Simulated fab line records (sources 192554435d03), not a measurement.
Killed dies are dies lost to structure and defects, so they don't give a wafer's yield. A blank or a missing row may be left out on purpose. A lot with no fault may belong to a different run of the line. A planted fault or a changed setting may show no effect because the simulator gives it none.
Which of the tools did it?	flow n5-finfet	66 wafers from 22 lots sampled at 6 of the route's 1938 steps

## WHAT THE GAUGES READ, wafer by wafer
The record lacks any reading of a measuring or inspecting step that a usual standard deviation could be used to judge.

## TOOL THAT RAN EACH LOT (tool first, then ch and the chambers of the sampled wafers, then the start)
lot	N5_BEOL_M4_ANNEAL_95	N5_BEOL_M5_ETCH_72	N5_BEOL_M5_TRENCH_ETCH_37	N5_BEOL_M5_PRE_CLEAN_77	N5_BEOL_M6_DESCUM_16	N5_BEOL_M6_STRIP_67
L075	pvd-sputter-01, day 9 09:13	rie-diel-03 ch 0,1, day 9 14:32	rie-diel-03 ch 0,2,3, day 9 22:45 or earlier	cvd-co-01 ch 0,1, day 9 22:45	rie-diel-02 ch 1,2, day 10 02:57	rie-diel-02 ch 1,2, day 10 03:11
L074	pvd-sputter-02, day 9 09:38	rie-diel-01 ch 0,1, day 9 14:39	rie-diel-06 ch 1,2, day 9 23:08 or earlier	cvd-co-01 ch 0,1,2, day 9 23:08	rie-diel-02 ch 1,3, day 10 03:17	rie-diel-02 ch 1,3, day 10 03:31
L078	pvd-sputter-01, day 9 14:27	rie-diel-03 ch 0,1,2, day 9 18:26	rie-diel-03 ch 1,2, day 10 05:23 or earlier	cvd-co-01 ch 0,1, day 10 05:23	rie-diel-02 ch 1,2,3, day 10 07:55	rie-diel-02 ch 1,2,3, day 10 08:09
L077	pvd-sputter-02, day 9 19:49	rie-diel-06 ch 0,1, day 10 02:14	rie-diel-01 ch 1,2,3, day 10 11:08 or earlier	cvd-co-01 ch 1,2, day 10 11:08	rie-diel-05 ch 0,1,2, day 10 13:33	rie-diel-05 ch 0,1,2, day 10 13:47
L076	pvd-sputter-03, day 10 00:57	rie-diel-01 ch 1,2,3, day 10 05:35	rie-diel-06 ch 0,1,3, day 10 16:57 or earlier	cvd-co-02 ch 0,1,2, day 10 16:57	rie-diel-05 ch 0,3, day 10 20:35	rie-diel-05 ch 0,3, day 10 20:49
L080	pvd-sputter-03, day 10 09:13	rie-diel-06 ch 0,2, day 10 13:13	rie-diel-06 ch 0,2,3, day 10 22:23 or earlier	cvd-co-01 ch 0,2, day 10 22:23	rie-diel-02 ch 0,2,3, day 10 23:59	rie-diel-02 ch 0,2,3, day 11 00:13
L081	pvd-sputter-03, day 10 19:29	rie-diel-03 ch 0,1, day 10 23:56	rie-diel-06 ch 0,1,3, day 11 09:30 or earlier	cvd-co-01 ch 0,2, day 11 09:30	rie-diel-04 ch 0,3, day 11 12:36	rie-diel-04 ch 0,3, day 11 12:50
L082	pvd-sputter-01, day 10 21:13	rie-diel-03 ch 0,1, day 11 02:59	rie-diel-01 ch 0,3, day 11 14:35 or earlier	cvd-co-01 ch 0,1,2, day 11 14:35	rie-diel-04 ch 0,1,3, day 11 17:18	rie-diel-04 ch 0,1,3, day 11 17:32
L083	pvd-sputter-01, day 11 07:53	rie-diel-03 ch 0,2,3, day 11 12:59	rie-diel-03 ch 0,1,2, day 12 01:34 or earlier	cvd-co-01 ch 0,1,2, day 12 01:34	rie-diel-05 ch 0,2,3, day 12 03:05	rie-diel-05 ch 0,2,3, day 12 03:19
L085	pvd-sputter-01, day 11 13:14	rie-diel-03 ch 0,1,2, day 11 17:25	rie-diel-01 ch 0,1, day 12 03:19 or earlier	cvd-co-02 ch 0,1,2, day 12 03:19	rie-diel-05 ch 0,1, day 12 07:21	rie-diel-05 ch 0,1, day 12 07:35
L084	pvd-sputter-03, day 11 15:59	rie-diel-06 ch 0,1,3, day 11 21:10	rie-diel-06 ch 0,2, day 12 07:22 or earlier	cvd-co-01 ch 0,1, day 12 07:22	rie-diel-04 ch 1,2,3, day 12 09:56	rie-diel-04 ch 1,2,3, day 12 10:10
L086	pvd-sputter-02, day 11 16:15	rie-diel-06 ch 2,3, day 11 21:23	rie-diel-03 ch 2,3, day 12 06:35 or earlier	cvd-co-01 ch 0,2, day 12 06:35	rie-diel-05 ch 0,1,2, day 12 09:27	rie-diel-05 ch 0,1,2, day 12 09:41
L087	pvd-sputter-02, day 12 06:32	rie-diel-06 ch 2,3, day 12 10:44	rie-diel-01 ch 0,1, day 12 21:39 or earlier	cvd-co-02 ch 0,1,2, day 12 21:39	rie-diel-04 ch 0,1,2, day 12 23:56	rie-diel-04 ch 0,1,2, day 13 00:10
L088	pvd-sputter-02, day 12 14:19	rie-diel-06 ch 0,2,3, day 12 19:34	rie-diel-06 ch 0,1,3, day 13 05:20 or earlier	cvd-co-01 ch 0,1, day 13 05:20	rie-diel-05 ch 0,1,3, day 13 08:35	rie-diel-05 ch 0,1,3, day 13 08:49
L089	pvd-sputter-02, day 12 18:14	rie-diel-06 ch 0,1, day 12 23:56	rie-diel-01 ch 1,2, day 13 15:04 or earlier	cvd-co-01 ch 0,1,2, day 13 15:04	rie-diel-05 ch 1,2, day 13 17:22	rie-diel-05 ch 1,2, day 13 17:35
L090	pvd-sputter-02, day 13 01:46	rie-diel-01 ch 0,1,2, day 13 06:04	rie-diel-01 ch 1,2,3, day 13 19:12 or earlier	cvd-co-01 ch 1,2, day 13 19:12	rie-diel-05 ch 1,2, day 13 23:04	rie-diel-05 ch 1,2, day 13 23:18
L091	pvd-sputter-02, day 13 03:54	rie-diel-06 ch 0,1,2, day 13 08:58	rie-diel-01 ch 0,1,2, day 13 21:02 or earlier	cvd-co-01 ch 0,1,2, day 13 21:02	rie-diel-02 ch 1,2,3, day 13 23:17	rie-diel-02 ch 1,2,3, day 13 23:32
L093	pvd-sputter-01, day 13 07:25	rie-diel-03 ch 1,2, day 13 12:26	rie-diel-01 ch 0,1,3, day 14 00:28 or earlier	cvd-co-01 ch 1,2, day 14 00:28	rie-diel-04 ch 0,1,3, day 14 02:56	rie-diel-04 ch 0,1,3, day 14 03:10
L092	pvd-sputter-01, day 13 10:47	rie-diel-01 ch 0,1,3, day 13 16:56	rie-diel-01 ch 0,2, day 14 05:50 or earlier	cvd-co-01 ch 0,2, day 14 05:50	rie-diel-05 ch 1,2, day 14 08:58	rie-diel-05 ch 1,2, day 14 09:12
L096	pvd-sputter-01, day 14 05:28	rie-diel-06 ch 1,2, day 14 10:46	rie-diel-06 ch 1,2,3, day 14 19:10 or earlier	cvd-co-02 ch 0,1,2, day 14 19:10	rie-diel-02 ch 3, day 15 07:46	rie-diel-02 ch 3, day 15 08:08
L095	pvd-sputter-03, day 14 12:55	rie-diel-01 ch 0,1,2, day 14 19:19	rie-diel-01 ch 0,1, day 15 04:31 or earlier	cvd-co-02 ch 1,2, day 15 04:31	rie-diel-04 ch 0,2,3, day 15 14:07	rie-diel-04 ch 0,2,3, day 15 14:21
L097	pvd-sputter-02, day 14 14:37	rie-diel-01 ch 0,2,3, day 14 19:32	rie-diel-06 ch 2,3, day 15 05:10 or earlier	cvd-co-01 ch 0,2, day 15 05:10	rie-diel-02 ch 0,2,3, day 15 14:35	rie-diel-02 ch 0,2,3, day 15 14:49
- N5_BEOL_M4_ANNEAL_95: time 240 s.
- N5_BEOL_M5_ETCH_72: etches underlayer in N2/H2, target depth 6.5 nm, time 5.2 s.
- N5_BEOL_M5_TRENCH_ETCH_37: etches SiCOH lowk in C4F6/O2, target depth 71.652 nm, time 24.7 s.
- N5_BEOL_M5_PRE_CLEAN_77: time 15 s.
- N5_BEOL_M6_DESCUM_16: chemistry O2, time 7.9 s.
- N5_BEOL_M6_STRIP_67: strips in CF4.

## WHAT THE TOOLS THEMSELVES READ (means of the sampled wafers that have a number; where no wafer has one, the mark that the record gives instead)
N5_BEOL_M4_ANNEAL_95. Usual: heater-power-w 843 W, standard deviation 84.
lot	tool	heater-power-w (W)	flag
L075	pvd-sputter-01	825	
L074	pvd-sputter-02	891	
L078	pvd-sputter-01	874	
L077	pvd-sputter-02	956	
L076	pvd-sputter-03	940	
L080	pvd-sputter-03	828	
L081	pvd-sputter-03	741	
L082	pvd-sputter-01	835	
L083	pvd-sputter-01	820	
L085	pvd-sputter-01	829	
L084	pvd-sputter-03	814	
L086	pvd-sputter-02	922	
L087	pvd-sputter-02	908	
L088	pvd-sputter-02	883	
L089	pvd-sputter-02	883	
L090	pvd-sputter-02	878	
L091	pvd-sputter-02	934	
L093	pvd-sputter-01	852	
L092	pvd-sputter-01	757	
L096	pvd-sputter-01	746	
L095	pvd-sputter-03	789	
L097	pvd-sputter-02	805	

N5_BEOL_M5_ETCH_72. Usual: value, then standard deviation, for each; bias-w 150.0 W / 0.45; drypump-motor-current-A 5.7 A / 0.55; etch-rf-on-time-s 5.21 s / 0.13; oes-product-au 0.67 a.u. / 0.06; rf-vpp-V 523.8 V / 2.4; showerhead-plenum-p-Torr 2.54 Torr / 0.075; throttle-valve-pct 17.86 % / 0.24.
lot	tool	bias-w (W)	drypump-motor-current-A (A)	etch-rf-on-time-s (s)	oes-product-au (a.u.)	rf-vpp-V (V)	showerhead-plenum-p-Torr (Torr)	throttle-valve-pct (%)	flag
L075	rie-diel-03	149.6	5.2	5.15	0.72	522.9	2.51	17.97	
L074	rie-diel-01	149.4	6.0	5.30	0.60	523.5	2.50	18.06	
L078	rie-diel-03	149.8	5.2	5.20	0.70	524.5	2.55	17.90	
L077	rie-diel-06	150.0	5.7	5.14	0.77	526.0	2.60	17.79	
L076	rie-diel-01	149.7	6.0	5.20	0.66	522.1	2.52	17.76	
L080	rie-diel-06	149.5	6.2	5.29	0.66	525.5	2.63	17.70	
L081	rie-diel-03	149.7	5.2	5.18	0.71	522.3	2.51	18.00	
L082	rie-diel-03	150.1	5.3	5.18	0.73	524.3	2.55	17.85	
L083	rie-diel-03	149.5	5.1	5.17	0.68	522.6	2.54	17.90	
L085	rie-diel-03	149.9	5.2	5.21	0.69	523.7	2.54	17.93	
L084	rie-diel-06	150.4	5.9	5.13	0.72	524.7	2.57	17.72	
L086	rie-diel-06	149.5	6.0	5.35	0.62	525.1	2.60	17.82	
L087	rie-diel-06	150.1	6.0	5.33	0.61	525.8	2.60	17.83	
L088	rie-diel-06	150.2	6.2	5.33	0.65	524.2	2.58	17.68	
L089	rie-diel-06	150.2	5.7	5.04	0.75	524.1	2.59	17.83	
L090	rie-diel-01	149.8	5.9	5.22	0.60	524.5	2.53	18.02	
L091	rie-diel-06	150.3	5.9	5.18	0.69	526.6	2.60	17.79	
L093	rie-diel-03	150.0	5.0	5.09	0.67	521.7	2.49	18.09	
L092	rie-diel-01	150.0	6.0	5.21	0.62	520.7	2.46	17.88	
L096	rie-diel-06	150.6	5.4	5.15	0.69	525.3	2.60	18.01	
L095	rie-diel-01	149.9	5.9	5.32	0.60	524.5	2.52	18.03	
L097	rie-diel-01	149.8	6.0	5.25	0.64	524.0	2.54	17.80	

N5_BEOL_M5_TRENCH_ETCH_37. Usual: value, then standard deviation, for each; bias-w 185.0 W / 0.6; drypump-motor-current-A 5.8 A / 0.5; oes_o_777_au 0.79 a.u. / 0.074; oes-product-au 0.78 a.u. / 0.074; rf-vpp-V 669 V / 8.7; showerhead-plenum-p-Torr 2.85 Torr / 0.088; throttle-valve-pct 20.90 % / 0.28.
lot	tool	bias-w (W)	drypump-motor-current-A (A)	oes_o_777_au (a.u.)	oes-product-au (a.u.)	rf-vpp-V (V)	showerhead-plenum-p-Torr (Torr)	throttle-valve-pct (%)	flag
L075	rie-diel-03	184.8	5.1	0.83	0.82	667	2.84	20.87	
L074	rie-diel-06	184.8	5.7	0.77	0.80	669	2.96	21.07	
L078	rie-diel-03	184.7	5.0	0.82	0.81	669	2.79	21.04	
L077	rie-diel-01	185.4	6.0	0.79	0.77	672	2.83	20.87	
L076	rie-diel-06	185.3	5.9	0.85	0.85	665	2.88	20.74	
L080	rie-diel-06	185.4	6.2	0.77	0.78	671	2.90	20.70	
L081	rie-diel-06	184.3	5.9	0.85	0.84	663	2.88	20.75	
L082	rie-diel-01	185.2	6.1	0.75	0.74	677	2.80	20.88	
L083	rie-diel-03	185.4	5.2	0.82	0.82	671	2.83	20.95	
L085	rie-diel-01	184.9	5.9	0.72	0.70	671	2.75	21.11	
L084	rie-diel-06	185.4	6.2	0.74	0.78	671	2.95	20.81	
L086	rie-diel-03	185.0	5.0	0.80	0.77	658	2.83	20.94	
L087	rie-diel-01	185.5	6.0	0.71	0.69	676	2.78	21.10	
L088	rie-diel-06	184.8	5.9	0.83	0.83	664	2.87	20.76	
L089	rie-diel-01	184.6	5.9	0.74	0.73	672	2.89	21.06	
L090	rie-diel-01	184.4	6.0	0.77	0.76	671	2.81	20.91	
L091	rie-diel-01	184.8	5.9	0.72	0.70	673	2.83	21.09	
L093	rie-diel-01	185.3	6.0	0.75	0.74	672	2.76	20.94	
L092	rie-diel-01	185.0	5.9	0.73	0.72	677	2.91	21.04	
L096	rie-diel-06	184.8	5.7	0.76	0.76	668	2.90	21.04	
L095	rie-diel-01	185.2	5.9	0.70	0.68	670	2.74	21.16	
L097	rie-diel-06	184.7	6.0	0.69	0.70	675	2.92	20.99	

N5_BEOL_M5_PRE_CLEAN_77. Usual: heater-power-w 98 W, standard deviation 18.
lot	tool	heater-power-w (W)	flag
L075	cvd-co-01	95	
L074	cvd-co-01	104	
L078	cvd-co-01	96	
L077	cvd-co-01	114	
L076	cvd-co-02	76	
L080	cvd-co-01	102	
L081	cvd-co-01	92	
L082	cvd-co-01	104	
L083	cvd-co-01	104	
L085	cvd-co-02	77	
L084	cvd-co-01	104	
L086	cvd-co-01	91	
L087	cvd-co-02	77	
L088	cvd-co-01	95	
L089	cvd-co-01	104	
L090	cvd-co-01	114	
L091	cvd-co-01	105	
L093	cvd-co-01	116	
L092	cvd-co-01	103	
L096	cvd-co-02	77	
L095	cvd-co-02	71	
L097	cvd-co-01	95	

N5_BEOL_M6_DESCUM_16. Usual: drypump-motor-current-A 5.8 A, standard deviation 0.46; oes-product-au 0.78 a.u., standard deviation 0.1; rf-vpp-V 243.5 V, standard deviation 1.5; showerhead-plenum-p-Torr 2.12 Torr, standard deviation 0.083; throttle-valve-pct 20.46 %, standard deviation 0.29.
lot	tool	drypump-motor-current-A (A)	oes-product-au (a.u.)	rf-vpp-V (V)	showerhead-plenum-p-Torr (Torr)	throttle-valve-pct (%)	flag
L075	rie-diel-02	6.0	0.74	244.0	2.18	20.59	
L074	rie-diel-02	5.2	0.71	243.5	2.09	20.45	
L078	rie-diel-02	5.7	0.74	244.2	2.14	20.50	
L077	rie-diel-05	5.9	0.68	242.5	2.07	20.67	
L076	rie-diel-05	5.9	0.71	244.1	2.07	20.63	
L080	rie-diel-02	5.7	0.81	244.9	2.17	20.32	
L081	rie-diel-04	5.6	0.74	242.7	2.07	20.37	
L082	rie-diel-04	5.5	0.71	243.4	2.12	20.66	
L083	rie-diel-05	5.7	0.69	243.4	2.10	20.65	
L085	rie-diel-05	6.2	0.86	245.2	2.17	20.49	
L084	rie-diel-04	5.7	0.69	243.1	2.10	20.73	
L086	rie-diel-05	5.9	0.77	243.4	2.15	20.58	
L087	rie-diel-04	5.6	0.73	243.2	2.05	20.49	
L088	rie-diel-05	6.1	0.78	243.6	2.11	20.59	
L089	rie-diel-05	5.8	0.78	244.5	2.18	20.44	
L090	rie-diel-05	6.2	0.85	244.7	2.20	20.37	
L091	rie-diel-02	5.7	0.82	243.9	2.13	20.39	
L093	rie-diel-04	5.6	0.89	242.7	2.11	20.53	
L092	rie-diel-05	6.2	0.85	245.1	2.20	20.36	
L096	rie-diel-02	4.9	0.93	242.4	2.03	19.96	
L095	rie-diel-04	5.8	0.79	242.9	2.04	20.40	
L097	rie-diel-02	5.7	0.84	243.4	2.15	20.22	

N5_BEOL_M6_STRIP_67. Usual: drypump-motor-current-A 5.8 A, standard deviation 0.46; oes-product-au 0.77 a.u., standard deviation 0.093; rf-vpp-V 271.7 V, standard deviation 1.7; showerhead-plenum-p-Torr 1.81 Torr, standard deviation 0.06; throttle-valve-pct 13.63 %, standard deviation 0.28.
lot	tool	drypump-motor-current-A (A)	oes-product-au (a.u.)	rf-vpp-V (V)	showerhead-plenum-p-Torr (Torr)	throttle-valve-pct (%)	flag
L075	rie-diel-02	6.0	0.75	272.8	1.86	13.72	
L074	rie-diel-02	5.2	0.70	271.1	1.80	13.80	
L078	rie-diel-02	5.7	0.75	272.1	1.84	13.72	
L077	rie-diel-05	5.9	0.70	270.9	1.77	13.82	
L076	rie-diel-05	5.9	0.73	272.1	1.78	13.86	
L080	rie-diel-02	5.7	0.82	272.0	1.86	13.48	
L081	rie-diel-04	5.6	0.74	270.8	1.78	13.61	
L082	rie-diel-04	5.5	0.72	271.6	1.81	13.86	
L083	rie-diel-05	5.7	0.71	271.4	1.80	13.81	
L085	rie-diel-05	6.2	0.86	273.2	1.86	13.57	
L084	rie-diel-04	5.7	0.70	269.6	1.79	13.89	
L086	rie-diel-05	5.9	0.78	272.2	1.84	13.67	
L087	rie-diel-04	5.7	0.72	270.8	1.76	13.69	
L088	rie-diel-05	6.0	0.77	272.9	1.81	13.73	
L089	rie-diel-05	5.8	0.77	273.2	1.86	13.54	
L090	rie-diel-05	6.1	0.84	272.7	1.87	13.45	
L091	rie-diel-02	5.7	0.82	272.0	1.83	13.57	
L093	rie-diel-04	5.5	0.90	271.4	1.81	13.53	
L092	rie-diel-05	6.2	0.83	273.6	1.87	13.47	
L096	rie-diel-02	4.9	0.91	269.0	1.77	13.31	
L095	rie-diel-04	5.8	0.79	269.5	1.75	13.55	
L097	rie-diel-02	5.7	0.84	272.8	1.85	13.36	

## THE ANSWER, worked out from the rows above alone
Rule: a lot counts as off when the mean over its wafers that have a number is more than 3 standard deviations away from the usual mean. Also off: a lot with no number at a reading for which 4 or more lots have one. The other lots that the step has rows for count as sound. First the gauges in route order, then the tools' own readings, where a lot's mean is used as printed above. The first step at which some lot is off is used, and at that step the reading that is off furthest; a lot without a number counts as furthest.
None of the lots is off at any reading shown; this tells nothing.

## WHAT THE SIMULATOR HAD INSERTED
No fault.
